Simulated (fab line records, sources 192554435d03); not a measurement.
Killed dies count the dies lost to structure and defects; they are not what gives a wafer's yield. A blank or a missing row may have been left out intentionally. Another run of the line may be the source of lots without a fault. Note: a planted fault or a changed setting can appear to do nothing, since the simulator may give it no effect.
A struck lot beside a sound one :: flow n5-finfet :: 39 steps out of a route of 1938
Sound: the wafers L430.2, L430.5, L430.6. Wafers struck: L428.1, L428.5, L428.6. The cause comes at the end.
At each step with rows: each side's tool, then ch and its chambers, then its first start. Under that, the readings that differ: sound wafers :: struck wafers :: difference of the means :: sigmas: that difference in standard deviations of wafers without a fault.
alike: readings whose means differ by less than 2 such deviations, and words and numbers that are the same on both sides. not compared: withheld readings, readings that some wafer has no value for, bounds like >300 that may hide the same value, and numbers for which the record gives no deviation and whose values overlap.
The two part at a step that has a row with sigmas, a row that says differs or no value, or rows on one side only. When numbers do not overlap yet have no deviation, they are printed without sigmas and do not part them. A reading that every wafer of one side lacks parts them only if that side has two wafers or more.

first, 9 steps without rows for these wafers: N5_BEOL_M4_ANNEAL_95 (time 240 s); N5_BEOL_M4_SPUTTER_96 (material Cu, target thk 4.5 nm, time 8.29 s); N5_BEOL_M4_ECD_50 (material Cu, target thk 300 nm); N5_BEOL_M4_ANNEAL_51 (time 90 s); N5_BEOL_M4_CMP_52 (polishes, stops on SiOC, t overpolish 6.8 s, target thk 40 nm); N5_BEOL_M4_PRE_CLEAN_60 (time 15 s); N5_BEOL_M4_CO_CAP_55 (material Co, precursor CCTBA/H2, target thk 2 nm, time 102.1 s); N5_BEOL_M4_PRE_CLEAN_56 (time 15 s); N5_BEOL_M4_DEP_57 (deposits SiCN from 3MS/NH3, target thk 8 nm, time 14 s).
N5_BEOL_M4_RC_MEAS_101:
  sound on prober-02 ch 0, day 15 07:26; struck on prober-01 ch 0, day 15 06:20
  alike: DIBL_N, DIBL_P, IOFF_N, IOFF_P, ION_N, ION_P, SS_N, SS_P, VT_N, VT_P
then, 24 steps without rows for these wafers: N5_BEOL_M5_ILD_DEP_00 (deposits SiCOH lowk from DEMS/porogen, target thk 140.64 nm, time 25.9 s); N5_BEOL_M5_CURE_79 (cures SiCOH lowk, time 240 s); N5_BEOL_M5_PECVD_70 (deposits SiO2 from TEOS/O2, target thk 16 nm, time 18 s); N5_BEOL_M5_HM_DEP_02 (deposits TiN, target thk 20 nm); N5_BEOL_M5_COAT_59 (time 60 s, resist thk 60 nm); N5_BEOL_M5_COAT_60 (time 60 s, resist thk 12 nm); N5_BEOL_M5_COAT_71 (time 60 s, resist thk 5 nm); N5_BEOL_M5_COAT_05 (resist thk 30 nm); N5_BEOL_M5_EBR_07; N5_BEOL_M5_SOFTBAKE_06 (time 60 s); N5_BEOL_M5_EXPOSE_08 (exposes mask M5, target cd 28 nm); N5_BEOL_M5_PEB_09 (peb time 60 s); N5_BEOL_M5_DEVELOP_10 (develop time 30 s); N5_BEOL_M5_DESCUM_16 (chemistry O2, time 7 s); N5_BEOL_M5_ETCH_72 (etches underlayer in N2/H2, target depth 6.5 nm, time 5.2 s); N5_BEOL_M5_ETCH_61 (etches SiARC in CF4, target depth 15.6 nm, time 26 s); N5_BEOL_M5_ETCH_62 (etches SOC in N2/H2, target depth 75 nm, overetch 15 nm, time 112.5 s); N5_BEOL_M5_STRIP_63 (strips in N2/H2); N5_BEOL_M5_STRIP_73 (strips in N2/H2); N5_BEOL_M5_STRIP_64 (strips in CF4); N5_BEOL_M5_HM_OPEN_17 (chemistry Cl2/BCl3, target TiN, target depth 20 nm, overetch 6 nm); N5_BEOL_M5_STRIP_19 (strips in O2); N5_BEOL_M5_COAT_65 (time 60 s, resist thk 60 nm); N5_BEOL_M5_COAT_66 (time 60 s, resist thk 12 nm).
N5_BEOL_M7_CMP_52: polishes, stops on SiCOH lowk, t overpolish 6.9 s, target thk 80 nm.
  sound on cmp-04 ch 0,2,3, day 16 20:05; struck on cmp-04 ch 0,1, day 16 12:40
  no value came back on the struck wafers for any of 6 readings (barrier-field-endpoint-s (s), clearing-platen-down-force-psi (psi) and others); on the sound wafers barrier-field-endpoint-s (s) reads 29.0 29.8 30.4
reading: model.Cu_of_BEOL_M7_ECD_50.thk-nm (nm)
sound: 78.4 81.6 78.4
struck: 304.8 301.4 299.6
difference: +222.5
sigmas: 

reading: model.SiO2_of_BEOL_M7_PECVD_70.thk-nm (nm)
sound: 0 0 0
struck: 19.6 19.8 19.8
difference: +19.7
sigmas: 
N5_BEOL_M7_THK_MEAS_53: measures by xrf.
  sound on film-metro-02, day 16 20:19; struck on film-metro-02, day 16 12:56
reading: M7_THK (nm)
sound: 78.2 81.2 78.0
struck: 299.1 297.0 294.4
difference: +217.7
sigmas: +99
N5_BEOL_M7_RS_MEAS_57: the measuring method here is four-point-probe.
  sound on film-metro-02, day 16 20:28; struck on film-metro-02, day 16 13:05
reading: M7_RS (ohm/sq)
sound: 0.293 0.280 0.293
struck: 0.063 0.064 0.065
difference: -0.225
sigmas: -25
N5_BEOL_M7_INSPECT_58: inspects for defects (darkfield).
  sound on defect-inspect-02, day 16 20:30; struck on defect-inspect-02, day 16 13:07
reading: raw-defect-count
sound: 57 95 61
struck: 1282 1261 1327
difference: +1219
sigmas: +51
-- the record jumps here: 3 days lie between the struck wafers' starts before and after (it left off in module BEOL_M7 and takes up again in module PASSIVATION, whose first step shown is number 1936 of the route) --
N5_PASSIVATION_PROBE_49:
  record: rows for the struck wafers here (prober-01, day 19 17:37), none for the sound ones

WHERE THEY PART
At N5_BEOL_M7_CMP_52 first; at N5_PASSIVATION_PROBE_49 last (within this record only).

WHY: the cause the simulator had injected
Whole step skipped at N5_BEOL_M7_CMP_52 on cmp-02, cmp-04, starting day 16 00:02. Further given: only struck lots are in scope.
